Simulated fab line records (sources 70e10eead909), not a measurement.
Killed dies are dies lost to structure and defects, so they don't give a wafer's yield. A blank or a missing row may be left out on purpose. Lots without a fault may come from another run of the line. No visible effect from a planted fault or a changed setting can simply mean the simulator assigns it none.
Which tool was responsible? -- flow nand harc -- 39 wafers from 13 lots sampled at 5 of the route's 1159 steps

## WHAT THE GAUGES READ, wafer by wafer
NHARC_A_WL_FILL_INSPECT_15.
lot,measured,on,raw defect count
L150,day 16 01:08,defect inspect-01,266 329 332
L153,day 16 10:00,defect inspect-02,241 368 369
L151,day 16 10:32,defect inspect-01,375 333 423
L154,day 16 21:37,defect inspect-02,248 392 525
L155,day 17 15:38,defect inspect-02,651 984 588
L157,day 18 05:27,defect inspect-02,241 245 215
L160,day 18 16:20,defect inspect-01,267 355 255
L158,day 18 16:39,defect inspect-02,470 372 547
L165,day 19 11:50,defect inspect-02,563 328 263
L166,day 20 03:47,defect inspect-01,297 406 383
L164,day 20 04:31,defect inspect-02,400 293 356
L168,day 20 14:22,defect inspect-02,514 614 484
L170,day 21 04:01,defect inspect-02,585 608 611

NHARC_END_SORT_01.
lot,measured,on,killed at array,killed at other,killed at periphery,killed dies,killed open,killed short
L164,day 23 12:03,prober-02,669 667 674,0 1 1,5 3 2,674 671 677,4 6 7,3 2 1
L168,day 23 21:19,prober-01,669 676 671,0 0 1,2 1 3,671 677 675,3 5 4,1 3 1

## TOOL THAT RAN EACH LOT (tool first, then ch and the chambers of the sampled wafers, then the start)
lot,NHARC_A_CONTACT_ETCH_51,NHARC_A_CONTACT_ETCH_111,NHARC_A_CONTACT_ETCH_118
L150,"rie diel-12 ch 1,2, day 16 05:35","har cap etch-01 ch 0,1, day 16 06:18","har cap etch-01 ch 0,1, day 16 07:01"
L153,"rie diel-01 ch 0,2,3, day 16 17:14","har cap etch-02 ch 0,1, day 16 17:49","har cap etch-02 ch 0,1, day 16 18:34"
L151,"rie diel-01 ch 0,1,3, day 16 18:56","har cap etch-03 ch 0,1, day 16 19:36","har cap etch-03 ch 0,1, day 16 20:19"
L154,"rie diel-02 ch 1,2,3, day 17 02:22","har cap etch-01 ch 0,1, day 17 03:02","har cap etch-01 ch 0,1, day 17 03:47"
L155,"rie diel-01 ch 0,1,3, day 17 21:34","har cap etch-02 ch 0,1, day 17 22:16","har cap etch-02 ch 0,1, day 17 22:59"
L157,"rie diel-02 ch 1,2,3, day 18 10:11","har cap etch-02 ch 0,1, day 18 10:42","har cap etch-02 ch 0,1, day 18 11:25"
L160,"rie diel-01 ch 0,1,2, day 18 21:25","har cap etch-01 ch 0, day 18 22:08","har cap etch-01 ch 0, day 18 22:51"
L158,"rie diel-02 ch 0,1,3, day 18 22:00","har cap etch-02 ch 0,1, day 18 22:35","har cap etch-02 ch 0,1, day 18 23:18"
L165,"rie diel-02 ch 1,2,3, day 19 17:34","har cap etch-03 ch 0,1, day 19 18:06","har cap etch-03 ch 0,1, day 19 18:50"
L166,"rie diel-12 ch 0,1, day 20 08:05","har cap etch-02 ch 0,1, day 20 08:46","har cap etch-02 ch 0,1, day 20 09:29"
L164,"rie diel-01 ch 0,1,2, day 20 09:27","har cap etch-03 ch 0,1, day 20 10:07","har cap etch-03 ch 0,1, day 20 10:52"
L168,"rie diel-01 ch 1,2,3, day 20 19:18","har cap etch-02 ch 0,1, day 20 19:59","har cap etch-02 ch 0,1, day 20 20:43"
L170,"rie diel-02 ch 0,1,3, day 21 12:24","har cap etch-01 ch 0,1, day 21 13:03","har cap etch-01 ch 0,1, day 21 13:47"
- NHARC_A_CONTACT_ETCH_51: etches the open film in O2/COS, target depth 3600 nm, time 936 s.
- NHARC_A_CONTACT_ETCH_111: etches the open film in C4F8/O2/Ar, time 140 s, target depth 700 nm.
- NHARC_A_CONTACT_ETCH_118: etches the open film in C4F8/O2/Ar, time 94 s, target depth 922 nm.

## WHAT THE TOOLS THEMSELVES READ (means of the sampled wafers that have a number; where no wafer has one, the mark that the record gives instead)
NHARC_A_CONTACT_ETCH_51.
lot,tool,drypump motor current A (A),oes product au (a.u.),rf vpp V (V),run length s (s),showerhead plenum p Torr (Torr),throttle valve pct (%)
L150,rie diel-12,5.5,1.004,314.2,957.5,3.10,28.325
L153,rie diel-01,5.7,0.999,312.6,957.1,3.05,28.337
L151,rie diel-01,5.8,0.999,314.7,957.0,3.12,28.334
L154,rie diel-02,6.1,1.002,314.8,957.5,3.21,28.325
L155,rie diel-01,5.8,1.008,314.2,957.3,3.12,28.323
L157,rie diel-02,6.1,1.009,315.9,957.6,3.21,28.329
L160,rie diel-01,5.4,1.010,314.4,957.4,3.12,28.336
L158,rie diel-02,6.5,0.997,314.2,957.7,3.10,28.319
L165,rie diel-02,6.1,1.005,314.3,957.7,3.20,28.327
L166,rie diel-12,6.3,1.013,314.3,957.9,3.09,28.333
L164,rie diel-01,5.4,0.997,313.5,702.6,3.11,28.333
L168,rie diel-01,5.6,1.007,314.4,701.8,3.09,28.319
L170,rie diel-02,6.4,0.994,314.1,957.8,3.09,28.327

NHARC_A_CONTACT_ETCH_111.
lot,tool,run length s (s)
L150,har cap etch-01,141.2
L153,har cap etch-02,141.7
L151,har cap etch-03,141.5
L154,har cap etch-01,141.0
L155,har cap etch-02,141.5
L157,har cap etch-02,141.9
L160,har cap etch-01,140.9
L158,har cap etch-02,141.6
L165,har cap etch-03,141.4
L166,har cap etch-02,141.8
L164,har cap etch-03,141.5
L168,har cap etch-02,141.5
L170,har cap etch-01,141.5

## THE ANSWER, worked out from the rows above alone
Rule: usual is defined by the lots themselves. The widest of any qualifying gaps counts: lots, ordered by their means at a reading, are off when they make up no more than a third of the lots, leave a main group of 4 or more, and stand apart from it by 3 or more times the standard deviation of that group's means. A main group whose means are all the same, to the digits that the tables above print for the reading, isn't used. Also off: a lot with no number at a reading for which 4 or more lots have one. All remaining lots with rows at the step are treated as sound. Order of review: gauges by route order, followed by the tools' own readings, for which a lot's mean as printed above is used. The first step at which some lot is off is used, and at that step the reading that is off furthest; a lot without a number counts as furthest.
Off, at NHARC_A_CONTACT_ETCH_51 on run length s: L164, L168. Mean 957.5 s and standard deviation 0.27 in the main group.
If a tool, at that step or one of the process steps before it, ran each lot that is off and ran no sound lot following the first of them, it fits. One fits: NHARC_A_CONTACT_ETCH_51 on rie diel-01. Its last sound lot is L160 (day 18 21:25), its first lot that is off L164 (day 20 09:27): a fault that began between those two fits.
The tool's own readings at NHARC_A_CONTACT_ETCH_51 bear it out: on the lots that are off they differ by more than 5 times the standard deviation of the sound lots' means. run length s reads 702.2 s there against 957.5 s on the sound lots.

## WHAT HAD BEEN PUT IN BY THE SIMULATOR
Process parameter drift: rie diel-01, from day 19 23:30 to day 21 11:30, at NHARC_A_CONTACT_ETCH_51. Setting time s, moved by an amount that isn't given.
Shown lots that were struck: L164, L168. The rule above found the same.
